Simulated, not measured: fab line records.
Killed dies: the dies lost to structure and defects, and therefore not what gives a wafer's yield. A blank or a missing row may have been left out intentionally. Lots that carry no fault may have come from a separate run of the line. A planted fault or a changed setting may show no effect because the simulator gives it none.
fab line records    flow nandHarc    part 1 of 2: steps 1 to 30 of 41
record lots=5  wafers=15  lastDay=32
route steps=1302 shown P_BONDPAD@372 A_START@389 A_ZERO_WELL@390 A_SOURCE_PLATE@413
lots that met no fault: taken from a fault-free run of the same line
startH: hours from the record's first day to the start of the lot's first wafer shown    waitH: hours from the lot's prior step to this one    " identical to the entry in the row above    L1.1+2: a row that stands for several wafers    - value missing, or start not given    * or withheld: withheld    < > ~ a bound
route shown NAME@n: a module of which the file shows steps, and the number in the route of the first    usual: average and standard deviation across the fault-free wafers    same: alike in all rows    chamber/n: place in a boat    sites: the reading at each site    _std_site: how widely they spread, as a standard deviation    _edge_site: the outer-site mean with the inner-site mean subtracted    radiusMm: for every site, how far away it sits from the centre of the wafer    mask NAME#n: copy n    behind: tool/chamber where the wafer was last shaped    hold: cause of the lot's hold/its duration in hours/its outcome    device: the transistor (n, p or np) that didn't switch    end of line: tests run on the same wafers once the route is complete    for a step that has no rows: nothing shown but its recipe    killed: dies lost to structure and defects at the first sort, not the wafer's yield    map: the dies of a wafer, with x for killed, . for not killed, _ for no die there
set.NAME: the setting that was run; set.NAME@STEP: the one run at that earlier step    model.NAME: the simulator's own value behind a step, which no gauge read
lots at selected steps of the route; one table per step, one row per wafer
services: when a tool's chamber went out of use (startH, in hours from the record's first day, below 0 if earlier), for how many hours, and the reason
## steps
# step NHARC_P_BONDPAD_ETCH_24
# recipe targetDepthA=300  overEtchFrac=0.3  timeS=72.99  ionEnergyEv=150  cf4FlowSccm=50  n2FlowSccm=100  arFlowSccm=150  rfW=300  biasW=100  chemistry=CF4/N2
# usual cf4FlowSccm=50.00/0.15  drypumpMotorCurrentA=5.5/0.5  oesProductAu=0.999/0.011  rfVppV=314.6/1.6  showerheadPlenumPTorr=2.65/0.086  throttleValvePct=19.794/0.0096
lot.wafer  tool        chamber  startH  waitH  cf4FlowSccm  drypumpMotorCurrentA  oesProductAu  rfHoursCounterH  rfVppV  showerheadPlenumPTorr  throttleValvePct
L074.1     rieDiel-08  1        -       -      50.11        5.6                   1.009         3.4              313.9   2.61                   19.780
L074.4     "           2        "       "      49.94        5.9                   0.990         3.5              310.9   2.46                   19.815
L074.6     "           2        "       "      49.73        5.9                   0.983         -                311.5   2.46                   19.780
L076.3     rieDiel-05  0        -       -      49.94        5.8                   1.014         5.0              314.8   2.67                   19.809
L076.6     "           3        "       "      50.06        4.6                   0.994         -                313.9   2.56                   19.793
L076.5     "           0        "       "      50.36        5.8                   1.000         -                315.1   2.67                   19.790
L080.5     rieDiel-05  0        194.03  0.1    50.04        5.8                   1.012         -                314.5   2.66                   19.792
L080.4     "           2        "       "      49.98        5.1                   0.997         -                316.3   2.74                   19.793
L080.6     "           3        "       "      49.95        4.7                   0.995         -                314.2   2.56                   19.788
L092.4     rieDiel-05  3        -       -      50.00        4.7                   0.985         3.7              312.5   2.55                   19.799
L092.3     "           0        "       "      50.09        5.8                   1.004         3.9              315.5   2.66                   19.788
L092.1     "           2        "       "      50.19        5.1                   0.978         3.7              316.0   2.74                   19.797
L093.2     rieDiel-05  1        -       -      49.89        5.8                   0.994         5.0              315.4   2.70                   19.798
L093.3     "           2        "       "      49.90        5.1                   0.985         4.6              318.3   2.74                   19.794
L093.1     "           3        "       "      50.07        4.7                   0.983         4.8              313.1   2.55                   19.782
# step NHARC_P_BONDPAD_STRIP_16
# recipe timeS=600  tempC=30  chemistry=postEtchResidueRemover
lot.wafer   tool         chamber  startH  waitH
L074.4+6+1  wetBench-08  1,4,5    144.88  -
L076.5+6+3  wetBench-10  6,7,0    150.70  -
L080.6+5+4  wetBench-10  2,3,4    194.16  -
L092.3+1+4  wetBench-08  6,7,0    312.50  -
L093.1+3+2  wetBench-10  1,2,4    327.37  -
# step NHARC_P_BONDPAD_DEGAS_25
# recipe tempC=300  timeS=60
# usual heaterPowerW=457/56
lot.wafer  tool           chamber  startH  waitH  heaterPowerW
L074.1     pvdSputter-03  -        145.16  -      430
L074.4     "              -        "       "      346
L074.6     "              -        "       "      437
L076.3     pvdSputter-01  -        150.98  -      421
L076.6     "              -        "       "      561
L076.5     "              -        "       "      500
L080.4     pvdSputter-02  -        194.44  -      412
L080.5     "              -        "       "      495
L080.6     "              -        "       "      398
L092.4     pvdSputter-01  -        312.76  -      489
L092.1     "              -        "       "      433
L092.3     "              -        "       "      422
L093.2     pvdSputter-01  -        327.63  -      430
L093.3     "              -        "       "      491
L093.1     "              -        "       "      443
# step NHARC_P_BONDPAD_PRE_CLEAN_26
# recipe timeS=30  tempC=280  gas=H2/He
# usual heaterPowerW=398/44
lot.wafer  tool           chamber  startH  waitH  heaterPowerW
L074.4     pvdSputter-03  -        -       -      408
L074.1     "              -        "       "      386
L074.6     "              -        "       "      371
L076.3     pvdSputter-01  -        -       -      376
L076.5     "              -        "       "      364
L076.6     "              -        "       "      371
L080.4     pvdSputter-02  -        -       -      357
L080.5     "              -        "       "      426
L080.6     "              -        "       "      347
L092.1     pvdSputter-01  -        -       -      438
L092.4     "              -        "       "      377
L092.3     "              -        "       "      367
L093.3     pvdSputter-01  -        -       -      441
L093.2     "              -        "       "      387
L093.1     "              -        "       "      373
# step NHARC_P_BONDPAD_PVD_17
# recipe targetThkA=50  biasV=168.6  powerW=15000  chamberPressurePa=0.12  timeS=8.06  substrateTempC=50  material=TaN
# usual substrateTempC=49.99/0.12  throttleValvePct=29.8/0.92
lot.wafer  tool           chamber  startH  waitH  substrateTempC  throttleValvePct
L074.1     pvdSputter-03  -        -       -      49.83           30.8
L074.4     "              -        "       "      50.06           31.0
L074.6     "              -        "       "      49.80           30.1
L076.3     pvdSputter-01  -        -       -      50.12           28.6
L076.5     "              -        "       "      50.31           28.6
L076.6     "              -        "       "      49.93           29.7
L080.4     pvdSputter-02  -        -       -      49.93           29.3
L080.6     "              -        "       "      50.11           31.2
L080.5     "              -        "       "      49.93           29.5
L092.3     pvdSputter-01  -        -       -      50.16           30.0
L092.4     "              -        "       "      50.09           29.3
L092.1     "              -        "       "      50.12           29.4
L093.2     pvdSputter-01  -        -       -      49.84           30.0
L093.1     "              -        "       "      49.97           29.9
L093.3     "              -        "       "      50.14           29.3
# step NHARC_P_BONDPAD_PVD_27
# recipe targetThkA=300  chamberPressurePa=5  powerW=5000  substrateTempC=30  timeS=20.49  material=Cu
# usual substrateTempC=30.00/0.11  throttleValvePct=29.9/0.89
lot.wafer  tool           chamber  startH  waitH  substrateTempC  throttleValvePct
L074.1     pvdSputter-03  -        -       -      30.10           31.2
L074.4     "              -        "       "      29.99           29.7
L074.6     "              -        "       "      29.95           30.3
L076.3     pvdSputter-01  -        -       -      30.01           30.6
L076.6     "              -        "       "      29.98           29.5
L076.5     "              -        "       "      29.93           30.7
L080.4     pvdSputter-02  -        -       -      30.13           29.5
L080.6     "              -        "       "      29.80           28.1
L080.5     "              -        "       "      29.83           31.3
L092.3     pvdSputter-01  -        -       -      29.94           30.0
L092.1     "              -        "       "      29.91           30.0
L092.4     "              -        "       "      29.92           29.1
L093.3     pvdSputter-01  -        -       -      29.98           29.9
L093.2     "              -        "       "      30.01           30.1
L093.1     "              -        "       "      29.98           29.3
# step NHARC_P_BONDPAD_ECD_18
# recipe targetThkA=4000  bathTempC=25  material=Cu
lot.wafer   tool      chamber  startH  waitH
L074.1+4+6  ecdCu-01  0        145.58  -
L076.3+6+5  ecdCu-01  0,1,0    151.47  -
L080.4+5+6  ecdCu-02  0,1,0    195.22  -
L092.1+3+4  ecdCu-01  1,1,0    313.12  -
L093.1+2+3  ecdCu-02  0,1,1    328.00  -
# step NHARC_P_BONDPAD_ANNEAL_28
# recipe tempC=225  timeS=90
# usual wafer_temp_C_max=226.3/0.38
lot.wafer  tool          chamber  startH  waitH  wafer_temp_C_max
L074.1     rtpAnneal-02  0        145.90  -      226.1
L074.4     "             0        "       "      226.0
L074.6     "             0        "       "      226.2
L076.3     rtpAnneal-02  0        151.80  0.3    225.9
L076.5     "             0        "       "      225.7
L076.6     "             0        "       "      225.8
L080.4     rtpAnneal-01  0        195.63  0.4    225.7
L080.5     "             0        "       "      226.5
L080.6     "             0        "       "      226.3
L092.1     rtpAnneal-01  0        313.50  0.3    226.6
L092.3     "             0        "       "      226.5
L092.4     "             0        "       "      226.3
L093.1     rtpAnneal-02  0        328.37  -      226.1
L093.2     "             0        "       "      225.5
L093.3     "             0        "       "      226.0
# step NHARC_P_BONDPAD_CMP_19
# recipe tOverpolishS=30  cuRecessTouchS=16  targetThkNm=160.81
# usual motorCurrentA=12.3/1.5  overpolishRunS=29.999/0.0082  slurryFilterDpKPa=13.50/0.13
# same cuRecessTouchS=16  tOverpolishS=30
lot.wafer  tool    chamber  startH  waitH  motorCurrentA  overpolishRunS  slurryFilterDpKPa
L074.1     cmp-02  0        146.31  -      15.3           30.007          13.55
L074.4     "       1        "       "      10.7           30.004          13.51
L074.6     "       2        "       "      11.5           30.006          13.17
L076.3     cmp-02  1        152.16  -      10.4           30.006          13.60
L076.5     "       2        "       "      11.0           30.006          13.78
L076.6     "       3        "       "      11.4           30.007          13.47
L080.4     cmp-04  3        195.85  -      12.0           29.994          13.74
L080.5     "       2        "       "      11.7           29.990          13.51
L080.6     "       3        "       "      12.6           29.998          13.44
L092.4     cmp-04  0        313.84  -      11.2           30.000          13.48
L092.3     "       2        "       "      11.6           29.995          13.17
L092.1     "       3        "       "      12.5           29.987          13.58
L093.3     cmp-02  1        328.72  -      11.1           30.001          13.60
L093.1     "       2        "       "      11.2           30.005          13.59
L093.2     "       0        "       "      15.2           30.009          13.42
# step NHARC_P_BONDPAD_THK_MEAS_20
# recipe thkMeasGauge=xrf
# usual thkNm=161.5/1.4
lot.wafer  tool          chamber  startH  waitH  thkNm
L074.1     filmMetro-02  -        146.57  -      161.6
L074.4     "             -        "       "      164.3
L074.6     "             -        "       "      163.2
L076.3     filmMetro-01  -        152.40  -      160.1
L076.5     "             -        "       "      162.6
L076.6     "             -        "       "      159.8
L080.4     filmMetro-02  -        196.14  -      160.2
L080.5     "             -        "       "      160.0
L080.6     "             -        "       "      161.5
L092.1     filmMetro-01  -        314.17  -      162.0
L092.3     "             -        "       "      160.4
L092.4     "             -        "       "      161.7
L093.1     filmMetro-02  -        329.04  -      159.1
L093.2     "             -        "       "      159.1
L093.3     "             -        "       "      161.7
# step NHARC_P_BONDPAD_SRD_21
# recipe timeS=30  tempC=23  dryTimeS=20  spinRpm=1500
lot.wafer   tool         chamber  startH  waitH
L074.1+4+6  wetBench-10  7,1,3    146.62  0.0
L076.3+6+5  wetBench-08  3,4,5    152.45  0.1
L080.5+4+6  wetBench-10  7,2,4    196.18  0.0
L092.3+1+4  wetBench-08  3,4,7    314.21  0.0
L093.3+2+1  wetBench-08  1,3,6    329.08  0.0
# step NHARC_P_BONDPAD_INSPECT_23
# usual rawDefectCount=339/110
lot.wafer  tool              chamber  startH  waitH  rawDefectCount
L074.1     defectInspect-02  -        146.80  0.0    575
L074.4     "                 -        "       "      409
L074.6     "                 -        "       "      330
L076.3     defectInspect-02  -        152.60  0.0    338
L076.5     "                 -        "       "      145
L076.6     "                 -        "       "      239
L080.4     defectInspect-01  -        196.37  0.0    297
L080.5     "                 -        "       "      205
L080.6     "                 -        "       "      354
L092.1     defectInspect-01  -        314.39  0.0    255
L092.3     "                 -        "       "      364
L092.4     "                 -        "       "      559
L093.1     defectInspect-01  -        329.26  0.0    374
L093.2     "                 -        "       "      369
L093.3     "                 -        "       "      339
# step NHARC_P_BONDPAD_ACTIVATE_29
# recipe timeS=60  n2FlowSccm=200  arFlowSccm=0  biasPowerW=0  chemistry=N2
# usual drypumpMotorCurrentA=5.6/0.51  oesProductAu=0.997/0.0094  rfVppV=64.2/0.86  showerheadPlenumPTorr=1.77/0.066
lot.wafer  tool        chamber  startH  waitH  drypumpMotorCurrentA  oesProductAu  rfHoursCounterH  rfVppV  showerheadPlenumPTorr
L074.4     rieDiel-05  1        146.88  0.1    5.8                   1.004         4.9              65.1    1.82
L074.1     "           2        "       "      5.1                   1.004         4.6              62.8    1.85
L074.6     "           0        "       "      5.8                   0.994         -                64.9    1.80
L076.3     rieDiel-08  2        152.69  0.1    5.9                   0.986         3.8              64.7    1.65
L076.6     "           0        "       "      5.8                   0.998         -                65.2    1.79
L076.5     "           1        "       "      5.6                   1.005         -                63.0    1.75
L080.4     rieDiel-08  0        196.46  0.1    5.8                   0.988         5.1              62.9    1.79
L080.6     "           1        "       "      5.6                   0.994         -                63.8    1.75
L080.5     "           2        "       "      5.9                   0.978         -                63.2    1.65
L092.4     rieDiel-08  2        314.45  0.1    5.9                   1.002         1.6              64.1    1.65
L092.3     "           3        "       "      6.4                   1.002         1.5              63.8    1.81
L092.1     "           1        "       "      5.6                   1.002         1.6              65.4    1.75
L093.2     rieDiel-08  1        329.34  0.1    5.6                   1.003         2.2              64.6    1.75
L093.1     "           2        "       "      5.8                   1.010         2.0              64.2    1.65
L093.3     "           3        "       "      6.5                   1.017         2.0              64.1    1.81
# step NHARC_P_BONDPAD_PRECLEAN_30
# recipe timeS=300  tempC=23  chemistry=DIW
lot.wafer   tool         chamber  startH  waitH
L074.1+4+6  wetBench-10  5,7,0    147.04  0.1
L076.3+5+6  wetBench-10  5,6,7    152.82  0.1
L080.4+6+5  wetBench-10  0,3,4    196.58  0.1
L092.1+3+4  wetBench-08  4,5,6    314.62  0.1
L093.2+3+1  wetBench-10  5,7,1    329.48  0.1
# step NHARC_P_BONDPAD_SRD_31
# recipe timeS=30  tempC=23  dryTimeS=20  spinRpm=1500
lot.wafer   tool         chamber  startH  waitH
L074.1+4+6  wetBench-10  5,7,0    -       -
L076.3+5+6  wetBench-10  5,6,7    -       -
L080.4+6+5  wetBench-10  0,3,4    -       -
L092.1+3+4  wetBench-08  4,5,6    -       -
L093.2+3+1  wetBench-10  5,7,1    -       -
# step NHARC_A_START_INSPECT_01
# usual rawDefectCount=3.3/1.9
lot.wafer  tool              chamber  startH  waitH  rawDefectCount
L074.1     defectInspect-01  -        147.26  -      3
L074.4     "                 -        "       "      5
L074.6     "                 -        "       "      5
L076.3     defectInspect-02  -        153.07  -      0
L076.5     "                 -        "       "      3
L076.6     "                 -        "       "      3
L080.4     defectInspect-02  -        196.83  -      2
L080.5     "                 -        "       "      5
L080.6     "                 -        "       "      2
L092.1     defectInspect-01  -        314.86  -      2
L092.3     "                 -        "       "      3
L092.4     "                 -        "       "      6
L093.1     defectInspect-01  -        329.73  -      4
L093.2     "                 -        "       "      5
L093.3     "                 -        "       "      4
# step NHARC_A_ZERO_WELL_PRECLEAN_00
# recipe timeS=600  tempC=120  chemistry=SPM
lot.wafer   tool         chamber  startH  waitH
L074.6+1+4  wetBench-07  0,1,3    147.36  0.1
L076.6+3+5  wetBench-02  5,7,0    153.16  0.1
L080.6+5+4  wetBench-07  4,5,6    196.93  0.1
L092.3+4+1  wetBench-02  3,4,0    314.94  0.1
L093.1+3+2  wetBench-02  4,6,7    329.82  0.1
# step NHARC_A_ZERO_WELL_SRD_01
lot.wafer   tool         chamber  startH  waitH
L074.6+1+4  wetBench-07  0,1,3    -       -
L076.6+3+5  wetBench-02  5,7,0    -       -
L080.6+5+4  wetBench-07  4,5,6    -       -
L092.3+4+1  wetBench-02  3,4,0    -       -
L093.1+3+2  wetBench-02  4,6,7    -       -
# step NHARC_A_ZERO_WELL_DEHYDRATE_02
# recipe tempC=150  timeS=120
lot.wafer   tool           chamber  startH  waitH
L074.1+4+6  lithoTrack-02  0        147.66  -
L076.3+5+6  lithoTrack-02  0        153.46  -
L080.4+5+6  lithoTrack-05  0        197.23  -
L092.1+3+4  lithoTrack-05  0        315.26  -
L093.1+2+3  lithoTrack-02  0        330.13  -
# step NHARC_A_ZERO_WELL_HMDS_03
# recipe timeS=30
lot.wafer   tool           chamber  startH  waitH
L074.1+4+6  lithoTrack-02  0        -       -
L076.3+5+6  lithoTrack-02  0        -       -
L080.4+5+6  lithoTrack-05  0        -       -
L092.1+3+4  lithoTrack-05  0        -       -
L093.1+2+3  lithoTrack-02  0        -       -
# step NHARC_A_ZERO_WELL_COAT_18
# recipe tempC=200  timeS=65
lot.wafer   tool           chamber  startH  waitH
L074.1+4+6  lithoTrack-02  0        -       -
L076.3+5+6  lithoTrack-02  0        -       -
L080.4+5+6  lithoTrack-05  0        -       -
L092.1+3+4  lithoTrack-05  0        -       -
L093.1+2+3  lithoTrack-02  0        -       -
# step NHARC_A_ZERO_WELL_COAT_04
# recipe spinRpm=2000  resistThkNm=600
# usual spinSpeedRpm=1999.9/1.5
lot.wafer  tool           chamber  startH  waitH  spinSpeedRpm
L074.1     lithoTrack-02  0        -       -      1999.4
L074.4     "              0        "       "      1998.5
L074.6     "              0        "       "      2001.1
L076.3     lithoTrack-02  0        -       -      2000.0
L076.5     "              0        "       "      2001.2
L076.6     "              0        "       "      1999.4
L080.4     lithoTrack-05  0        -       -      1999.6
L080.5     "              0        "       "      2002.8
L080.6     "              0        "       "      2001.8
L092.1     lithoTrack-05  0        -       -      1999.3
L092.3     "              0        "       "      1998.3
L092.4     "              0        "       "      2000.1
L093.1     lithoTrack-02  0        -       -      1999.4
L093.2     "              0        "       "      2001.0
L093.3     "              0        "       "      2000.2
# step NHARC_A_ZERO_WELL_SOFTBAKE_05
# recipe tempC=125  timeS=70
lot.wafer   tool           chamber  startH  waitH
L074.1+4+6  lithoTrack-02  0        -       -
L076.3+5+6  lithoTrack-02  0        -       -
L080.4+5+6  lithoTrack-05  0        -       -
L092.1+3+4  lithoTrack-05  0        -       -
L093.1+2+3  lithoTrack-02  0        -       -
# step NHARC_A_ZERO_WELL_EBR_06
lot.wafer   tool           chamber  startH  waitH
L074.1+4+6  lithoTrack-02  0        -       -
L076.3+5+6  lithoTrack-02  0        -       -
L080.4+5+6  lithoTrack-05  0        -       -
L092.1+3+4  lithoTrack-05  0        -       -
L093.1+2+3  lithoTrack-02  0        -       -
# step NHARC_A_ZERO_WELL_EXPOSE_07
# recipe na=0.55  doseMj=33.85  maskId=A_ZERO
# same na=0.55
lot.wafer   tool           chamber  startH  waitH  mask
L074.1+4+6  krfScanner-02  0        149.89  -      A_ZERO#0
L076.3+5+6  krfScanner-03  0        153.76  -      A_ZERO#0
L080.4+5+6  krfScanner-01  0        197.53  -      A_ZERO#0
L092.1+3+4  krfScanner-02  0        315.55  -      A_ZERO#0
L093.1+2+3  krfScanner-01  0        330.42  -      A_ZERO#0
# step NHARC_A_ZERO_WELL_PEB_08
# recipe pebTempC=128  pebTimeS=80
lot.wafer   tool           chamber  startH  waitH
L074.1+4+6  lithoTrack-02  0        149.96  0.1
L076.3+5+6  lithoTrack-05  0        153.82  0.1
L080.4+5+6  lithoTrack-07  0        197.59  0.0
L092.1+3+4  lithoTrack-07  0        315.62  0.1
L093.1+2+3  lithoTrack-05  0        330.48  0.1
# step NHARC_A_ZERO_WELL_DEVELOP_09
# recipe timeS=50  devTempC=22
lot.wafer   tool           chamber  startH  waitH
L074.1+4+6  lithoTrack-02  0        -       -
L076.3+5+6  lithoTrack-05  0        -       -
L080.4+5+6  lithoTrack-07  0        -       -
L092.1+3+4  lithoTrack-07  0        -       -
L093.1+2+3  lithoTrack-05  0        -       -
# step NHARC_A_ZERO_WELL_CD_MEAS_10
# recipe targetCdNm=2000  landingEnergyEv=500
# usual cdNm=2000.9/1.6
lot.wafer  tool      chamber  startH  waitH  cdNm
L074.1     cdSem-02  0        150.05  -      2002.4
L074.4     "         0        "       "      2002.8
L074.6     "         0        "       "      2001.1
L076.3     cdSem-01  0        153.91  -      2000.6
L076.5     "         0        "       "      2000.9
L076.6     "         0        "       "      2001.0
L080.4     cdSem-03  0        197.68  -      2000.4
L080.5     "         0        "       "      1997.7
L080.6     "         0        "       "      2001.0
L092.1     cdSem-01  0        315.70  -      2000.1
L092.3     "         0        "       "      1999.6
L092.4     "         0        "       "      1997.9
L093.1     cdSem-01  0        330.57  -      2004.1
L093.2     "         0        "       "      2001.7
L093.3     "         0        "       "      2001.4
# step NHARC_A_ZERO_WELL_HARDBAKE_11
# recipe tempC=118  timeS=65
lot.wafer   tool           chamber  startH  waitH
L074.1+4+6  lithoTrack-05  0        150.13  -
L076.3+5+6  lithoTrack-05  0        153.99  -
L080.4+5+6  lithoTrack-05  0        197.76  -
L092.1+3+4  lithoTrack-02  0        315.78  -
L093.1+2+3  lithoTrack-02  0        330.65  -
# step NHARC_A_ZERO_WELL_DESCUM_12
# recipe timeS=3  o2FlowSccm=200  arFlowSccm=0  biasPowerW=0  chemistry=O2
# usual drypumpMotorCurrentA=5.6/0.51  oesProductAu=1.001/0.01  rfVppV=57.9/0.86  showerheadPlenumPTorr=1.94/0.08  throttleValvePct=11.311/0.0092
lot.wafer  tool        chamber  startH  waitH  drypumpMotorCurrentA  oesProductAu  rfHoursCounterH  rfVppV  showerheadPlenumPTorr  throttleValvePct
L074.4     rieDiel-03  2        150.21  -      5.0                   1.001         1                59.7    1.91                   11.305
L074.1     "           1        "       "      5.9                   0.993         1                56.6    1.92                   11.328
L074.6     "           2        "       "      5.0                   0.996         -                57.0    1.91                   11.302
L076.3     rieDiel-04  2        154.06  -      5.6                   0.996         47               58.4    1.97                   11.314
L076.5     "           2        "       "      5.6                   1.003         -                57.6    1.97                   11.311
L076.6     "           3        "       "      6.4                   0.997         -                57.6    1.89                   11.310
L080.4     rieDiel-12  0        197.83  -      5.1                   1.003         16               57.8    1.90                   11.317
L080.5     "           3        "       "      5.3                   1.001         -                57.8    2.04                   11.311
L080.6     "           0        "       "      5.1                   0.995         -                56.9    1.90                   11.302
L092.1     rieDiel-04  3        315.86  -      6.4                   0.998         39               58.3    1.87                   11.310
L092.3     "           0        "       "      5.2                   0.995         43               57.4    1.95                   11.315
L092.4     "           0        "       "      5.2                   0.991         -                60.5    1.96                   11.306
L093.1     rieDiel-03  3        330.73  -      5.3                   1.012         1                57.4    2.05                   11.323
L093.2     "           0        "       "      6.3                   1.016         0                57.8    1.89                   11.293
L093.3     "           1        "       "      5.9                   1.015         1                56.7    1.92                   11.320
